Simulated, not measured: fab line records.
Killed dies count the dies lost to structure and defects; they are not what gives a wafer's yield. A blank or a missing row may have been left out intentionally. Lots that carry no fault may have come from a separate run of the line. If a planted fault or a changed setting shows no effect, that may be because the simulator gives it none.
Struck lot and sound lot, side by side -- flow n5-finfet -- 21 steps out of a route of 1938
Sound: wafers L339.1, L339.4, L339.6. Wafers L342.1, L342.4, L342.6 were the ones struck. Last of all comes the cause.
Order at every step that has rows: each side's tool, ch and its chambers, its first start. Under that, the readings that differ: sound wafers -- struck wafers -- difference of the means -- sigmas: that difference in standard deviations of wafers without a fault.
alike: same words and numbers on both sides, and readings whose means sit less than 2 such deviations apart. not compared: any withheld reading, any reading some wafer has no value for, any bound like >300 that may hide the same value, and any number with overlapping values for which the record gives no deviation.
A row with sigmas, a row that says differs or no value, or rows on one side alone: a step with any of these is where the two part. Non-overlapping numbers with no deviation appear without sigmas and do not part them. A reading that every wafer of one side lacks parts them only if that side has two wafers or more.

first, 11 steps without rows for these wafers: N5_BEOL_M5_DESCUM_16 (chemistry O2, time 7 s); N5_BEOL_M5_ETCH_72 (etches underlayer in N2/H2, target depth 6.5 nm, time 5.2 s); N5_BEOL_M5_ETCH_61 (etches SiARC in CF4, target depth 15.6 nm, time 26 s); N5_BEOL_M5_ETCH_62 (etches SOC in N2/H2, target depth 75 nm, overetch 15 nm, time 112.5 s); N5_BEOL_M5_STRIP_63 (strips in N2/H2); N5_BEOL_M5_STRIP_73 (strips in N2/H2); N5_BEOL_M5_STRIP_64 (strips in CF4); N5_BEOL_M5_HM_OPEN_17 (chemistry Cl2/BCl3, target TiN, target depth 20 nm, overetch 6 nm); N5_BEOL_M5_STRIP_19 (strips in O2); N5_BEOL_M5_COAT_65 (time 60 s, resist thk 60 nm); N5_BEOL_M5_COAT_66 (time 60 s, resist thk 12 nm).
N5_BEOL_M5_COAT_74: time 60 s, resist thk 5 nm.
  sound on litho-track-03 ch 0, day 10 12:31; struck on litho-track-03 ch 0, day 10 22:21
reading,sound,struck,difference,sigmas
spin-speed-rpm (rpm),1500.6 1501.0 1500.5,1610.8 1609.4 1608.5,+108.9,+99 or more
then, 7 steps without rows for these wafers: N5_BEOL_M5_COAT_22 (resist thk 30 nm); N5_BEOL_M5_EBR_24; N5_BEOL_M5_SOFTBAKE_23 (time 60 s); N5_BEOL_M5_EXPOSE_25 (exposes mask V4, defocus 10 nm); N5_BEOL_M5_PEB_26 (peb time 60 s); N5_BEOL_M5_DEVELOP_27 (develop time 30 s); N5_BEOL_M5_DESCUM_33 (chemistry O2, time 7 s).
N5_BEOL_M5_ETCH_75: etches underlayer in N2/H2, target depth 6.5 nm, time 5.2 s.
  sound on rie-diel-01 ch 2,3, day 10 13:14; struck on rie-diel-06 ch 2,3, day 10 23:19
reading,sound,struck,difference,sigmas
etch-rf-on-time-s (s),5.08 5.20 5.20,5.08 4.86 4.86,-0.23,-2
model.etch.depth-nm (nm),5.001 5.015 5.022,4.813 4.825 4.825,-0.192,
  alike: drypump-motor-current-A, oes-product-au, rf-vpp-V, showerhead-plenum-p-Torr, throttle-valve-pct
  not compared: rf-hours-counter-h
then, 1 step without rows for these wafers: N5_BEOL_M5_ETCH_67 (etches SiARC in CF4, target depth 15.6 nm, time 26 s).

== WHERE THEY PART ==
Earliest at N5_BEOL_M5_COAT_74; latest, in this record, at N5_BEOL_M5_ETCH_75.

WHY: what the simulator had put in
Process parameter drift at N5_BEOL_M5_COAT_74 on litho-track-03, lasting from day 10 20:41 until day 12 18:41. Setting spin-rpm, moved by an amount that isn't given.
